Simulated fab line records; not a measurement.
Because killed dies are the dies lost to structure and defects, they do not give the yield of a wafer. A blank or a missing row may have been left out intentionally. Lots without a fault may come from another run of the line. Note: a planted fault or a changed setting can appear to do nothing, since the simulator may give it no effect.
A struck lot beside a sound one || flow nandHarc || 15 out of 1302 route steps
Sound: the wafers L459.1, L459.2, L459.6. Struck: wafer L468.4. (L468.5 of the same lot was not struck and is left out.) The cause comes at the end.
For every step that has rows: the tool of each side, followed by ch and its chambers, followed by its first start. Under that, the readings that differ: sound wafers || struck wafers || difference of the means || sigmas: that difference in standard deviations of wafers without a fault.
alike: readings with means less than 2 such deviations apart, plus words and numbers identical on both sides. not compared: withheld readings, readings lacking a value on some wafer, bounds such as >300 that could conceal the same value, and numbers that have no deviation in the record and whose values overlap.
Wherever a step has rows on one side only, a row that says differs or no value, or a row with sigmas, the two part there. When numbers do not overlap yet have no deviation, they are printed without sigmas and do not part them. A reading missing from all wafers of one side parts the sides only when that side holds two or more wafers.

NHARC_A_CHANNEL_HOLE_D2_XSEM_32:
  sound on xsem-01 ch 0, day 13 00:49; struck on xsem-01 ch 0, day 17 15:20
  alike: botCdNm, bowNm, tiltDeg
NHARC_A_CHANNEL_HOLE_D2_INSPECT_40:
  struck on defectInspect-01, day 17 15:26; sound on defectInspect-02, day 13 00:55
{"reading": "rawDefectCount", "sound": "208 202 165", "struck": 413, "difference": "+221", "sigmas": "+3"}
then, 2 steps without rows for these wafers: NHARC_A_CHANNEL_FILL_D2_PRECLEAN_00 (cleans in SC1); NHARC_A_CHANNEL_FILL_D2_SRD_01.
NHARC_A_CHANNEL_FILL_D2_ALD_02: deposits SiO2, target thk 6 nm, pulse time 10 s, ald cycles 60.
  sound on aldHk-03 ch 0,2,3, day 13 01:06; struck on aldHk-03 ch 3, day 17 16:04
  alike: heaterPowerOuterW, heaterPowerW, precursorPulseHeightRel
NHARC_A_CHANNEL_FILL_D2_ALD_03: deposits SiNx, target thk 6 nm, pulse time 60 s, ald cycles 58.
  sound: aldSinBatch-02 ch 0; struck: aldSinBatch-02 ch 0
  alike: chamberPressureTorr, precursorPulseHeightRel
NHARC_A_CHANNEL_FILL_D2_ALD_14: deposits SiO2, target thk 2.5 nm, pulse time 10 s, ald cycles 25.
  sound on aldHk-01 ch 0,1,2, day 13 08:34; struck on aldHk-04 ch 1, day 17 23:56
  alike: heaterPowerOuterW, heaterPowerW, precursorPulseHeightRel
then, 4 steps without rows for these wafers: NHARC_A_CHANNEL_FILL_D2_ALD_15 (deposits SiNx, target thk 2 nm, pulse time 60 s, ald cycles 19); NHARC_A_CHANNEL_FILL_D2_ALD_16 (deposits SiO2, target thk 1.5 nm, pulse time 10 s, ald cycles 15); NHARC_A_CHANNEL_FILL_D2_ANNEAL_17 (time 1800 s); NHARC_A_CHANNEL_FILL_D2_CVD_18 (deposits poly-Si, target thk 3 nm).
NHARC_A_CHANNEL_FILL_D2_ETCHBACK_19: etches the open film in HBr/Cl2, target depth 5 nm, time 1.7 s.
  sound on rieSi-03 ch 1,2, day 14 02:43; struck on rieSi-04 ch 1, day 18 16:58
  alike: biasW, drypumpMotorCurrentA, oesProductAu, throttleValvePct
  not compared: rfHoursCounterH
NHARC_A_CHANNEL_FILL_D2_ETCHBACK_20: etches the open film in C4F8/O2/Ar, target depth 27 nm, time 13.5 s.
  sound on rieDiel-13 ch 0,1,3, day 14 02:50; struck on rieDiel-13 ch 3, day 18 17:05
{"reading": "oesProductAu (a.u.)", "sound": "1.013 1.032 1.014", "struck": 0.762, "difference": -0.258, "sigmas": -14}
  alike: biasW, rfVppV
  not compared: rfHoursCounterH
then, 1 step without rows for these wafers: NHARC_A_CHANNEL_FILL_D2_STRIP_28 (strips in O2, time 20 s).
-- record jumps: 10 days between struck wafers' starts before vs after; left off in module A_CHANNEL_FILL_D2, resumes in module END, first step shown is number 1302 of the route --
NHARC_END_SORT_01:
  here the record holds rows for the struck wafers (prober-02 ch 0, day 28 16:52) but none for the sound ones

== WHERE THEY PART ==
Last at NHARC_END_SORT_01 as far as this record goes, first at NHARC_A_CHANNEL_HOLE_D2_INSPECT_40.

WHY: whatever the simulator had introduced
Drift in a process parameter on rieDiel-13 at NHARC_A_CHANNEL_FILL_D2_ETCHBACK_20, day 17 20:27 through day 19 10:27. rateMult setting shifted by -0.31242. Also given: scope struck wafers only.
